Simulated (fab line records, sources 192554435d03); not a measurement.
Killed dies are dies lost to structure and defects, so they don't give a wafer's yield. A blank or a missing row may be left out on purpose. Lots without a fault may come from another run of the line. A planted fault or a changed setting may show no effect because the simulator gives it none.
A struck lot beside a sound one | flow n5_finfet | 38 steps out of a route of 1938
Sound: wafers L801.4, L801.5, L801.6. Struck: wafers L792.2, L792.3, L792.6. The cause comes at the end.
At each step with rows: each side's tool, then ch and its chambers, then its first start. Under that, the readings that differ: sound wafers | struck wafers | difference of the means | sigmas: that difference in standard deviations of wafers without a fault.
alike: readings whose means differ by less than 2 such deviations, and words and numbers that are the same on both sides. not compared: withheld readings, readings that some wafer has no value for, bounds like >300 that may hide the same value, and numbers for which the record gives no deviation and whose values overlap.
The two part at a step that has a row with sigmas, a row that says differs or no value, or rows on one side only. Numbers that don't overlap but have no deviation are shown without sigmas and don't part them. A reading that every wafer of one side lacks parts them only if that side has two wafers or more.

first, 9 steps without rows for these wafers: N5_PMOS_HMC_CHANNEL_EPI_PRECLEAN_40 (cleans in DHF, time 30 s); N5_PMOS_HMC_CHANNEL_EPI_PRECLEAN_37 (cleans in O3/DIW, time 45 s); N5_PMOS_HMC_CHANNEL_EPI_PRECLEAN_24 (cleans in DHF, time 30 s); N5_PMOS_HMC_CHANNEL_EPI_SRD_25 (time 30 s); N5_PMOS_HMC_CHANNEL_EPI_EPI_26 (deposits Si from SiH4/H2, target thk 3.8 nm, time 22.7 s); N5_FIN_SAQP_PRECLEAN_42 (cleans in O3/DIW, time 60 s); N5_FIN_SAQP_PRECLEAN_00 (cleans in SC1, time 60 s); N5_FIN_SAQP_PRECLEAN_44 (cleans in SC2, time 45 s); N5_FIN_SAQP_SRD_01 (time 30 s).
N5_FIN_SAQP_ALD_61: deposits SiO2, target thk 4 nm, pulse time 1 s, purge time 2 s.
  sound on ald_sin-04 ch 1,2, day 7 17:47; struck on ald_sin-03 ch 1,2,3, day 5 12:41
  alike: heater_power_w, precursor_pulse_height_rel
  not compared: since_wet_clean_h
then, 14 steps without rows for these wafers: N5_FIN_SAQP_DENSIFY_62 (time 60 s); N5_FIN_SAQP_HM_DEP_03 (deposits SiNx from SiH4/NH3/N2, target thk 38 nm, time 33.6 s); N5_FIN_SAQP_PECVD_47 (deposits a-Si from SiH4/He, target thk 45 nm, time 36.3 s); N5_FIN_SAQP_PECVD_48 (deposits SiNx from SiH4/NH3/N2, target thk 25 nm, time 22.1 s); N5_FIN_SAQP_PECVD_06 (deposits a-Si from SiH4/He, target thk 60 nm, time 48.1 s); N5_FIN_SAQP_HM_DEP_72 (deposits SiO2 from SiH4/N2O, target thk 12 nm, time 7.2 s); N5_FIN_SAQP_COAT_49 (time 60 s, resist thk 100 nm); N5_FIN_SAQP_COAT_50 (time 60 s, resist thk 35 nm); N5_FIN_SAQP_COAT_10 (resist thk 90 nm); N5_FIN_SAQP_EBR_12; N5_FIN_SAQP_SOFTBAKE_11 (time 60 s); N5_FIN_SAQP_EXPOSE_13 (exposes mask FIN CORE, target cd 35.6 nm); N5_FIN_SAQP_PEB_14 (peb time 60 s); N5_FIN_SAQP_DEVELOP_15 (develop time 30 s).
N5_FIN_SAQP_INSPECT_18: inspects for defects (brightfield).
  sound on defect_inspect-01, day 7 19:14; struck on defect_inspect-01, day 5 14:08
  reading          | sound       | struck         | difference | sigmas
  raw_defect_count | 373 600 410 | 1443 1469 1280 | +936       | +8
then, 10 steps without rows for these wafers: N5_FIN_SAQP_DESCUM_21 (chemistry O2, time 7.9 s); N5_FIN_SAQP_ETCH_51 (etches SiARC in CF4, target depth 45.5 nm, time 75.8 s); N5_FIN_SAQP_ETCH_52 (etches SOC in N2/H2, target depth 100 nm, overetch 20 nm, time 150 s); N5_FIN_SAQP_STRIP_53 (strips in N2/H2); N5_FIN_SAQP_HM_OPEN_73 (chemistry CHF3/O2, target SiO2, stops on a-Si, target depth 12 nm, time 16.8 s); N5_FIN_SAQP_STRIP_74 (strips in CHF3/O2); N5_FIN_SAQP_MANDREL_ETCH_22 (etches a-Si in HBr/Cl2, stops on SiNx, target depth 60 nm, bt time 10 s, time 30 s); N5_FIN_SAQP_STRIP_55 (strips in N2/H2); N5_FIN_SAQP_STRIP_23 (strips in SPM, time 750 s); N5_FIN_SAQP_SRD_66 (time 30 s).
N5_FIN_SAQP_INSPECT_40: inspects for defects (brightfield).
  sound on defect_inspect-02, day 7 23:59; struck on defect_inspect-02, day 5 18:37
  reading          | sound       | struck         | difference | sigmas
  raw_defect_count | 193 214 353 | 1152 1165 1127 | +895       | +14
N5_FIN_CUT_INSPECT_10: inspects for defects (brightfield).
  sound on defect_inspect-02, day 8 00:23; struck on defect_inspect-01, day 5 19:00
  reading          | sound    | struck       | difference | sigmas
  raw_defect_count | 38 34 52 | 1016 995 951 | +946       | +86
-- the record jumps here: 11 days lie between the struck wafers' starts before and after (it left off in module FIN_CUT and takes up again in module PASSIVATION, whose first step shown is number 1936 of the route) --
N5_PASSIVATION_PROBE_49:
  the record has rows for the struck wafers here (prober-01, day 16 09:26) and none for the sound ones

WHERE THEY PART
First at N5_FIN_SAQP_INSPECT_18; last, within this record, at N5_PASSIVATION_PROBE_49.

WHY: what the simulator had put in
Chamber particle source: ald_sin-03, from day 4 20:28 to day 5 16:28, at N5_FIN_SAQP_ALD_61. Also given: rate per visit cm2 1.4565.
